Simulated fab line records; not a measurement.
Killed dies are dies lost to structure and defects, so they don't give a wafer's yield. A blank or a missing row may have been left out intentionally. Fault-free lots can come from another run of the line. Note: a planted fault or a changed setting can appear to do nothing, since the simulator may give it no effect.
What tool caused it? ; flow nand-harc ; 42 wafers from 14 lots sampled at 5 of the route's 1159 steps

## WHAT THE GAUGES READ, wafer by wafer
NHARC_P_CONTACT_CD_MEAS_19. Usual: cd-nm reads 91.0 nm (standard deviation 2.1).
lot;measured;on;cd-nm (nm);flag
L863;day 5 21:11;cd-sem-03;90.7 87.4 91.7;
L862;day 5 22:08;cd-sem-03;90.8 89.7 92.8;
L861;day 5 23:03;cd-sem-03;95.1 90.1 88.1;
L864;day 6 09:12;cd-sem-02;91.1 93.5 94.1;
L865;day 6 09:50;cd-sem-03;92.0 90.7 90.0;
L867;day 7 04:23;cd-sem-03;92.3 91.6 89.7;
L868;day 7 08:56;cd-sem-03;88.1 91.2 91.1;
L870;day 7 19:44;cd-sem-03;91.8 96.3 89.8;
L869;day 7 20:20;cd-sem-02;90.9 92.9 88.5;
L876;day 9 16:12;cd-sem-01;93.8 89.4 91.4;
L877;day 9 18:51;cd-sem-03;91.9 92.6 86.7;
L878;day 9 23:54;cd-sem-01;92.6 89.8 90.4;
L879;day 10 04:20;cd-sem-01;89.7 92.9 90.1;
L884;day 11 04:24;cd-sem-02;92.0 91.8 92.0;

NHARC_P_M0_CD_MEAS_09: target cd 90 nm. Usual: cd-nm reads 90.0 nm (standard deviation 0.69).
lot;measured;on;cd-nm (nm);flag
L863;day 6 06:18;cd-sem-01;90.2 90.3 89.7;
L862;day 6 06:58;cd-sem-01;89.6 88.4 88.6;
L861;day 6 07:31;cd-sem-02;89.7 90.5 90.7;
L864;day 6 16:44;cd-sem-03;89.9 89.3 90.9;
L865;day 6 17:18;cd-sem-02;89.0 88.8 89.5;
L867;day 7 07:32;cd-sem-03;89.7 89.8 90.0;
L868;day 7 17:53;cd-sem-01;90.3 91.0 90.0;
L870;day 8 03:35;cd-sem-01;90.4 91.3 90.5;
L869;day 8 04:08;cd-sem-02;89.9 90.2 89.5;
L876;day 9 21:34;cd-sem-02;126.1 126.8 126.6;OFF
L877;day 10 00:56;cd-sem-01;126.3 125.8 125.4;OFF
L878;day 10 03:01;cd-sem-01;90.1 90.6 91.2;
L879;day 10 11:35;cd-sem-01;90.0 90.3 90.2;
L884;day 11 07:31;cd-sem-03;89.5 89.3 90.1;

NHARC_P_M0_INSPECT_11. Usual: raw-defect-count reads 3.8 (standard deviation 2.5).
lot;measured;on;raw-defect-count;flag
L863;day 6 06:25;defect-inspect-02;2 5 4;
L862;day 6 07:05;defect-inspect-01;2 0 1;
L861;day 6 07:39;defect-inspect-01;3 4 2;
L864;day 6 16:52;defect-inspect-02;4 4 2;
L865;day 6 17:25;defect-inspect-02;2 2 4;
L867;day 7 07:40;defect-inspect-02;6 6 5;
L868;day 7 18:02;defect-inspect-02;0 2 1;
L870;day 8 03:43;defect-inspect-02;4 4 1;
L869;day 8 04:16;defect-inspect-01;7 2 5;
L876;day 9 21:41;defect-inspect-02;4 1 7;
L877;day 10 01:03;defect-inspect-01;5 2 1;
L878;day 10 03:09;defect-inspect-01;6 6 5;
L879;day 10 11:44;defect-inspect-01;5 3 4;
L884;day 11 07:38;defect-inspect-02;11 8 8;

## TOOL THAT RAN EACH LOT (tool first, then ch and the chambers of the sampled wafers, then the start)
lot;NHARC_P_CONTACT_ETCH_35;NHARC_P_M0_PEB_07
L863;rie-diel-08 ch 0,1, day 5 20:24;litho-track-04 ch 0, day 6 06:13
L862;rie-diel-08 ch 1,2,3, day 5 21:22;litho-track-04 ch 0, day 6 06:53
L861;rie-diel-08 ch 1,2,3, day 5 22:16;litho-track-06 ch 0, day 6 07:26
L864;rie-diel-11 ch 1,2,3, day 6 08:25;litho-track-01 ch 0, day 6 16:40
L865;rie-diel-11 ch 1,3, day 6 09:02;litho-track-04 ch 0, day 6 17:13
L867;rie-diel-08 ch 0,1,2, day 7 03:37;litho-track-06 ch 0, day 7 07:28
L868;rie-diel-08 ch 1,2,3, day 7 08:08;litho-track-01 ch 0, day 7 17:49
L870;rie-diel-04 ch 0,1, day 7 18:58;litho-track-06 ch 0, day 8 03:31
L869;rie-diel-08 ch 1,2, day 7 19:25;litho-track-01 ch 0, day 8 04:04
L876;rie-diel-04 ch 1,2, day 9 15:25;litho-track-06 ch 0, day 9 21:29
L877;rie-diel-08 ch 0,1,2, day 9 18:05;litho-track-06 ch 0, day 10 00:51
L878;rie-diel-04 ch 0,1,2, day 9 23:07;litho-track-01 ch 0, day 10 02:56
L879;rie-diel-08 ch 0,2, day 10 03:32;litho-track-04 ch 0, day 10 11:31
L884;rie-diel-11 ch 0,1,3, day 11 03:37;litho-track-04 ch 0, day 11 07:26
- NHARC_P_CONTACT_ETCH_35: etches the open film in CF4, target depth 39 nm, time 65 s.
- NHARC_P_M0_PEB_07: peb time 65 s.

## AS READ BY THE TOOLS THEMSELVES (means over the sampled wafers that have a number; for cases with no such wafer, the mark the record gives instead)
NHARC_P_CONTACT_ETCH_35. Usual: drypump-motor-current-A 5.75 A, standard deviation 0.27; oes-product-au 0.999 a.u., standard deviation 0.011; rf-vpp-V 151.0 V, standard deviation 1.1; showerhead-plenum-p-Torr 1.74 Torr, standard deviation 0.056; throttle-valve-pct 13.284 %, standard deviation 0.0094.
lot;tool;drypump-motor-current-A (A);oes-product-au (a.u.);rf-vpp-V (V);showerhead-plenum-p-Torr (Torr);throttle-valve-pct (%);flag
L863;rie-diel-08;5.55;0.999;151.1;1.77;13.285;
L862;rie-diel-08;5.66;1.015;149.6;1.73;13.288;
L861;rie-diel-08;5.66;1.002;151.0;1.73;13.274;
L864;rie-diel-11;6.03;0.997;151.6;1.77;13.284;
L865;rie-diel-11;5.88;1.001;151.3;1.78;13.287;
L867;rie-diel-08;5.80;0.997;150.1;1.74;13.282;
L868;rie-diel-08;5.65;1.002;150.1;1.73;13.283;
L870;rie-diel-04;5.69;1.002;151.9;1.78;13.292;
L869;rie-diel-08;5.81;1.005;150.9;1.71;13.283;
L876;rie-diel-04;5.60;0.998;151.3;1.78;13.284;
L877;rie-diel-08;5.78;0.997;150.7;1.74;13.280;
L878;rie-diel-04;5.65;1.002;151.1;1.78;13.289;
L879;rie-diel-08;6.01;0.994;150.5;1.71;13.292;
L884;rie-diel-11;5.92;1.002;150.5;1.75;13.284;

NHARC_P_M0_PEB_07. Usual: heater-power-total-W 156.6 W, standard deviation 0.4; plate-temp-C 100.03 C, standard deviation 0.13.
lot;tool;heater-power-total-W (W);plate-temp-C (C);flag
L863;litho-track-04;156.8;99.85;
L862;litho-track-04;156.3;100.17;
L861;litho-track-06;156.6;100.04;
L864;litho-track-01;156.6;100.16;
L865;litho-track-04;156.8;100.09;
L867;litho-track-06;156.5;99.97;
L868;litho-track-01;157.1;100.08;
L870;litho-track-06;157.0;99.90;
L869;litho-track-01;156.9;100.12;
L876;litho-track-06;185.3;113.33;OFF
L877;litho-track-06;185.5;113.20;OFF
L878;litho-track-01;156.9;100.06;
L879;litho-track-04;156.4;99.92;
L884;litho-track-04;156.5;100.22;

## THE ANSWER, worked out from the rows above alone
Rule: a lot is off if the mean of its wafers that have a number lies more than 3 standard deviations from the usual mean. A lot without any number at a reading at which 4 lots or more have one is off too. All remaining lots with rows at the step are treated as sound. After the gauges, taken in route order, come the tools' own readings; for these a lot's mean is taken, as printed above. The first step at which some lot is off is used, and at that step the reading that is off furthest; a lot without a number counts as furthest.
Off at NHARC_P_M0_CD_MEAS_09 (cd-nm): L876, L877.
If a tool, at a process step before that reading, ran all the lots that are off and no sound lot after the first of them, it fits. Not tried: the gauges at NHARC_P_M0_CD_MEAS_09; whatever is off there is also off at NHARC_P_M0_PEB_07, on other tools, and gauge error can't account for it. One fits: litho-track-06 at NHARC_P_M0_PEB_07. A fault onset in the window from L870 (day 8 03:31, its last sound lot) to L876 (day 9 21:29, its first lot off) fits.
The tool's own readings at NHARC_P_M0_PEB_07 bear it out: on the lots that are off they differ by more than 5 times the standard deviation of the sound lots' means. heater-power-total-W reads 185.4 W there against 156.7 W on the sound lots; plate-temp-C reads 113.27 C there against 100.05 C on the sound lots.

## WHAT THE SIMULATOR HAD INSERTED
Process parameters drifting: litho-track-06 at NHARC_P_M0_PEB_07, beginning at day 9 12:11. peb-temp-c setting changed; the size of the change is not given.
Shown lots that were struck: L876, L877. The rule above reached the same finding.
